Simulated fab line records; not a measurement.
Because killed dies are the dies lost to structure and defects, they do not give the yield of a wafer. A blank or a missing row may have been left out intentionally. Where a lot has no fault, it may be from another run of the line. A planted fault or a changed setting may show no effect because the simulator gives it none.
Chamber matching || flow n5-finfet || N5_HKMG_FIN_ETCH_58 on rie-diel-01: 4 sister chambers
The step etches SOC in N2/H2, target depth 215.8 nm, time 741 s. 4 wafers are shown with their chamber, then 7 later ones without.

EACH WAFER AND ITS CHAMBER
{"wafer": "L087.2", "chamber": 3, "drypump-motor-current-A (A)": 6.5}
{"wafer": "L089.5", "chamber": 0, "drypump-motor-current-A (A)": 6.2}
{"wafer": "L094.1", "chamber": 1, "drypump-motor-current-A (A)": 6.0}
{"wafer": "L094.3", "chamber": 2, "drypump-motor-current-A (A)": 5.5}

WAFERS WITHOUT THEIR CHAMBER
{"wafer": "L094.4", "drypump-motor-current-A (A)": 6.4}
{"wafer": "L095.1", "drypump-motor-current-A (A)": 6.4}
{"wafer": "L095.3", "drypump-motor-current-A (A)": 6.2}
{"wafer": "L095.6", "drypump-motor-current-A (A)": 5.9}
{"wafer": "L096.1", "drypump-motor-current-A (A)": 5.6}
{"wafer": "L096.5", "drypump-motor-current-A (A)": 5.9}
{"wafer": "L096.6", "drypump-motor-current-A (A)": 5.6}

CHAMBER TAKEN BY EACH
{"wafer": "L094.4", "from the rows above": "can't be placed: 3 or 0", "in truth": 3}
{"wafer": "L095.1", "from the rows above": "can't be placed: 3 or 0", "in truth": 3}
{"wafer": "L095.3", "from the rows above": 0, "in truth": 0}
{"wafer": "L095.6", "from the rows above": 1, "in truth": 1}
{"wafer": "L096.1", "from the rows above": 2, "in truth": 2}
{"wafer": "L096.5", "from the rows above": 1, "in truth": 1}
{"wafer": "L096.6", "from the rows above": 2, "in truth": 2}
Correctly placed: 5 of 7. Not placeable from these rows: 2 (in 2, the candidates include the true chamber). 0 placed wrongly.
How it was worked out, from the rows above alone: a wafer's distance from a chamber is the root of the sum, over the readings, of the square of ((its reading less the chamber's mean) divided by the reading's scatter). The wafer belongs to the nearest chamber; if the next one is less than 2 further off, it can't be placed. For every chamber, the mean is computed from those of its wafers that are shown. The scatter: with one shown wafer a chamber, the root of the mean of the squares of how far each hidden wafer lies from its nearest shown one.
